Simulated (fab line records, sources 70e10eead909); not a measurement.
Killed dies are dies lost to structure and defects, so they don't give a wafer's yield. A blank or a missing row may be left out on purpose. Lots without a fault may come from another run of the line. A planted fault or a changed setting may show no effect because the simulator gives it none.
Which tool did it? | flow nand_harc | 13 lots, 39 wafers sampled, at 6 steps of a route of 1302

WHAT THE GAUGES READ, wafer by wafer
NHARC_P_START_INSPECT_01.
lot  | measured     | on                | raw_defect_count
L478 | day 1 20:02  | defect_inspect-01 | 0 5 4
L482 | day 3 12:02  | defect_inspect-01 | 3 4 4
L483 | day 3 22:02  | defect_inspect-01 | 3 1 2
L484 | day 4 08:02  | defect_inspect-01 | 7 2 3
L485 | day 4 18:02  | defect_inspect-01 | 8 5 4
L487 | day 5 14:02  | defect_inspect-02 | 2 4 5
L488 | day 6 00:02  | defect_inspect-02 | 6 5 3
L489 | day 6 10:02  | defect_inspect-01 | 3 4 0
L490 | day 6 20:03  | defect_inspect-02 | 3 4 3
L491 | day 7 06:03  | defect_inspect-01 | 5 3 3
L496 | day 9 08:02  | defect_inspect-01 | 5 2 5
L499 | day 10 14:02 | defect_inspect-02 | 6 3 6
L501 | day 11 10:02 | defect_inspect-02 | 4 2 4

NHARC_P_ZERO_WELL_CD_MEAS_24: target cd 720 nm.
lot  | measured     | on        | cd_nm (nm)
L478 | day 1 22:40  | cd_sem-01 | 719.4 721.3 720.5
L482 | day 3 14:28  | cd_sem-01 | 720.5 720.3 720.4
L483 | day 4 00:27  | cd_sem-03 | 720.1 720.1 720.6
L484 | day 4 10:27  | cd_sem-02 | 720.9 718.3 720.2
L485 | day 4 20:20  | cd_sem-02 | 718.5 719.5 718.8
L487 | day 5 16:42  | cd_sem-01 | 718.5 719.9 719.2
L488 | day 6 02:40  | cd_sem-03 | 721.4 720.0 721.5
L489 | day 6 12:34  | cd_sem-01 | 720.0 718.9 719.6
L490 | day 6 22:39  | cd_sem-01 | 720.2 720.5 720.5
L491 | day 7 08:35  | cd_sem-03 | 720.2 719.2 720.8
L496 | day 9 10:20  | cd_sem-02 | 719.7 721.3 723.7
L499 | day 10 16:29 | cd_sem-03 | 719.9 719.5 720.4
L501 | day 11 12:28 | cd_sem-02 | 720.9 720.7 721.9

NHARC_P_ZERO_WELL_CD_MEAS_52: target cd 2000 nm.
lot  | measured     | on        | cd_nm (nm)
L478 | day 2 01:56  | cd_sem-01 | 2001.6 2001.6 2000.4
L482 | day 3 17:36  | cd_sem-01 | 1998.2 2000.1 1998.4
L483 | day 4 03:44  | cd_sem-03 | 2000.5 1997.9 1999.9
L484 | day 4 13:43  | cd_sem-02 | 2001.2 2002.8 2001.3
L485 | day 4 23:29  | cd_sem-03 | 2001.4 1999.9 2000.6
L487 | day 5 19:55  | cd_sem-03 | 1998.9 1999.5 1998.4
L488 | day 6 05:58  | cd_sem-02 | 2001.4 2001.9 2002.2
L489 | day 6 15:46  | cd_sem-02 | 1918.2 1915.8 1915.1
L490 | day 7 03:53  | cd_sem-01 | 1995.7 1998.2 1996.7
L491 | day 7 11:45  | cd_sem-01 | 1996.8 2000.3 1999.5
L496 | day 9 13:31  | cd_sem-02 | 2000.0 2002.3 2001.7
L499 | day 10 19:31 | cd_sem-01 | 1999.8 2000.8 1999.5
L501 | day 11 15:44 | cd_sem-03 | 2000.2 2001.9 2000.9

NHARC_END_SORT_01.
lot  | measured     | on        | killed_at_array | killed_at_other | killed_at_periphery | killed_dies | killed_open | killed_short
L483 | day 25 22:58 | prober-01 | 76              | 1               | 2                   | 79          | 3           | 4
L487 | day 28 04:59 | prober-02 | 40 33 33        | 1 3 1           | 3 3 3               | 44 39 37    | 2 5 3       | 1 3 2
L488 | day 29 13:07 | prober-02 | 33 39 44        | 0 0 0           | 3 0 3               | 36 39 47    | 0 4 9       | 1 2 2
L489 | day 29 12:18 | prober-01 | 43 59 61        | 0 0 0           | 4 4 0               | 47 63 61    | 3 5 2       | 3 4 4

WHICH TOOL RAN EACH LOT (tool, then ch and the chambers of the sampled wafers, then the start)
lot  | NHARC_P_ZERO_WELL_ETCH_62                     | NHARC_P_ZERO_WELL_EXPOSE_49
L478 | rie_diel-06 ch 2,3, day 1 22:40 or earlier    | krf_scanner-03 ch 0, day 2 01:47
L482 | rie_diel-06 ch 0,1,2, day 3 14:28 or earlier  | krf_scanner-02 ch 0, day 3 17:27
L483 | rie_diel-01 ch 0,1,3, day 4 00:27 or earlier  | krf_scanner-03 ch 0, day 4 03:34
L484 | rie_diel-01 ch 1,2,3, day 4 10:27 or earlier  | krf_scanner-01 ch 0, day 4 13:34
L485 | rie_diel-09 ch 1,3, day 4 20:20 or earlier    | krf_scanner-01 ch 0, day 4 23:19
L487 | rie_diel-01 ch 0,1, day 5 16:42 or earlier    | krf_scanner-02 ch 0, day 5 19:45
L488 | rie_diel-01 ch 0,1, day 6 02:40 or earlier    | krf_scanner-01 ch 0, day 6 05:49
L489 | rie_diel-01 ch 0,1,3, day 6 12:34 or earlier  | krf_scanner-03 ch 0, day 6 15:37
L490 | rie_diel-01 ch 0,3, day 6 22:39 or earlier    | krf_scanner-02 ch 0, day 7 03:43
L491 | rie_diel-01 ch 0,1,2, day 7 08:35 or earlier  | krf_scanner-02 ch 0, day 7 11:35
L496 | rie_diel-09 ch 0,2, day 9 10:20 or earlier    | krf_scanner-03 ch 0, day 9 13:21
L499 | rie_diel-01 ch 0,1,3, day 10 16:29 or earlier | krf_scanner-01 ch 0, day 10 19:21
L501 | rie_diel-01 ch 0,2,3, day 11 12:28 or earlier | krf_scanner-03 ch 0, day 11 15:35
- NHARC_P_ZERO_WELL_ETCH_62: etches the open film in CHF3/Ar, target depth 13 nm, time 6.5 s.
- NHARC_P_ZERO_WELL_EXPOSE_49: exposes mask P HVPW, target cd 2000 nm.

WHAT THE TOOLS THEMSELVES READ (means of the sampled wafers that have a number; where no wafer has one, the mark that the record gives instead)
NHARC_P_ZERO_WELL_ETCH_62.
lot  | tool        | drypump_motor_current_A (A) | oes_product_au (a.u.) | rf_vpp_V (V) | showerhead_plenum_p_Torr (Torr) | throttle_valve_pct (%)
L478 | rie_diel-06 | 5.3                         | 0.964                 | 371.0        | 2.37                            | 20.211
L482 | rie_diel-06 | 5.5                         | 0.936                 | 372.8        | 2.40                            | 20.217
L483 | rie_diel-01 | 5.2                         | 0.968                 | 371.7        | 2.34                            | 20.214
L484 | rie_diel-01 | 5.3                         | 0.964                 | 370.3        | 2.31                            | 20.218
L485 | rie_diel-09 | 5.9                         | 0.971                 | 372.4        | 2.38                            | 20.213
L487 | rie_diel-01 | 5.4                         | 0.960                 | 370.1        | 2.36                            | 20.217
L488 | rie_diel-01 | 5.1                         | 0.974                 | 371.3        | 2.39                            | 20.218
L489 | rie_diel-01 | 5.3                         | 0.945                 | 371.0        | 2.33                            | 20.216
L490 | rie_diel-01 | 5.4                         | 0.971                 | 368.9        | 2.27                            | 20.216
L491 | rie_diel-01 | 5.4                         | 0.973                 | 369.3        | 2.32                            | 20.212
L496 | rie_diel-09 | 5.8                         | 0.921                 | 369.4        | 2.30                            | 20.214
L499 | rie_diel-01 | 5.2                         | 0.970                 | 370.9        | 2.32                            | 20.218
L501 | rie_diel-01 | 5.6                         | 0.963                 | 368.2        | 2.26                            | 20.226

THE ANSWER, worked out from the rows above alone
Rule: what is usual is taken from the lots themselves. Put in order of their means at a reading, lots are off if they are a third of the lots or fewer, leave a main group of 4 or more, and stand apart from it by a gap of 3 or more times the standard deviation of the main group's means; of several such gaps the widest counts. A main group whose means are all the same, to the digits that the tables above print for the reading, isn't used. A lot without any number at a reading at which 4 lots or more have one is off too. The other lots that the step has rows for count as sound. The gauges are gone through in route order, then the tools' own readings, and for those a lot's mean is taken as printed above. The first step at which some lot is off is used, and at that step the reading that is off furthest; a lot without a number counts as furthest.
Off: L489, at NHARC_P_ZERO_WELL_CD_MEAS_52 (cd_nm). The main group: mean 2000.1 nm, standard deviation 1.4.
A tool fits if, at a process step before that reading, it ran every lot that is off, and no sound lot after the first of them. The gauges at NHARC_P_ZERO_WELL_CD_MEAS_52 aren't tried: what is off there is off at NHARC_P_ZERO_WELL_ETCH_62 too, on other tools, and a gauge's error can't cause that. NHARC_P_ZERO_WELL_ETCH_62 gives no start for some lots, so the hours and the order of its lots are those of NHARC_P_ZERO_WELL_CD_MEAS_24. None of those tried fits.

WHAT THE SIMULATOR HAD PUT IN
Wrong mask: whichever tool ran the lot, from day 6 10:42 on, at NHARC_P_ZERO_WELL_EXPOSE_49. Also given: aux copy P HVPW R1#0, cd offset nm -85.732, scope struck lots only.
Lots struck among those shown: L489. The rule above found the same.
